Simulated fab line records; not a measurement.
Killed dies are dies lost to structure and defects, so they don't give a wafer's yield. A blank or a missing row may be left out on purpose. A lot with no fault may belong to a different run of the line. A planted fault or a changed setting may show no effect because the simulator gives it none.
One fault seen from 2 desks / flow n5_finfet / each desk has only its own numbers; what lay behind them comes last

== AT THE TOOL OWNER'S DESK: arfi_scanner-02 ==
The tool's own readings at N5_BEOL_M10_EXPOSE_25 (exposes mask V9): means of the sampled wafers that have a number, for each lot that ran on this tool. If a lot's mean is further than 4 standard deviations from the usual mean, the lot is out of limits and carries the mark OUT (the distance appears in the brackets).
Columns: A = exposure_dose_mJ_cm2 at N5_BEOL_M10_EXPOSE_25, usual 85.9; B = stage_vel_mm_s at N5_BEOL_M10_EXPOSE_25, usual 500.06 mm/s
lot=L576; first seen here=day 10 06:58; A=86.3; B=500.14
lot=L577; first seen here=day 10 23:05; A=86.4; B=499.89
lot=L578; first seen here=day 12 01:14; A=86.4; B=499.81
lot=L581; first seen here=day 12 05:28; A=86.3; B=499.78
lot=L586; first seen here=day 13 11:19; A=86.3; B=500.17
lot=L589; first seen here=day 13 15:24; A=86.4; B=500.19
lot=L591; first seen here=day 15 02:41; A=86.4; B=499.99
lot=L592; first seen here=day 16 16:35; A=87.7; B=500.14
Finding of this desk: none of the 8 lots has anything out of limits.

== METROLOGY DESK ==
What the gauges read, lot by lot, whatever tool the lot ran on: means of the sampled wafers that have a number. If a lot's mean is further than 4 standard deviations from the usual mean, the lot is out of limits and carries the mark OUT (the distance appears in the brackets).
Columns: A = cd_nm at N5_BEOL_M10_CD_MEAS_11, usual 63.7 nm; B = V9_OVL at N5_BEOL_M10_OVL_MEAS_29, usual 0.2 nm
lot=L576; first seen here=day 10 05:16; A=64.2; B=0.1
lot=L577; first seen here=day 10 20:38; A=63.0; B=-0.1
lot=L578; first seen here=day 11 20:55; A=63.4; B=-0.4
lot=L581; first seen here=day 12 02:31; A=64.0; B=-0.2
lot=L583; first seen here=day 13 02:05; A=63.7; B=1.0
lot=L586; first seen here=day 13 09:58; A=62.7; B=0.3
lot=L589; first seen here=day 13 13:10; A=64.0; B=-0.9
lot=L585; first seen here=day 13 16:56; A=64.7; B=-0.1
lot=L587; first seen here=day 13 17:06; A=64.0; B=0.9
lot=L591; first seen here=day 15 01:40; A=64.2; B=-0.1
lot=L592; first seen here=day 16 11:23; A=62.7; B=-0.4
lot=L598; first seen here=day 16 21:26; A=63.0; B=1.2
Finding of this desk: none of the 12 lots has anything out of limits.

== ALL TOGETHER ==
The desk of the tool owner found nothing out of limits.
From the metrology desk's view, nothing was out of limits.

== WHAT HAD BEEN PUT IN BY THE SIMULATOR ==
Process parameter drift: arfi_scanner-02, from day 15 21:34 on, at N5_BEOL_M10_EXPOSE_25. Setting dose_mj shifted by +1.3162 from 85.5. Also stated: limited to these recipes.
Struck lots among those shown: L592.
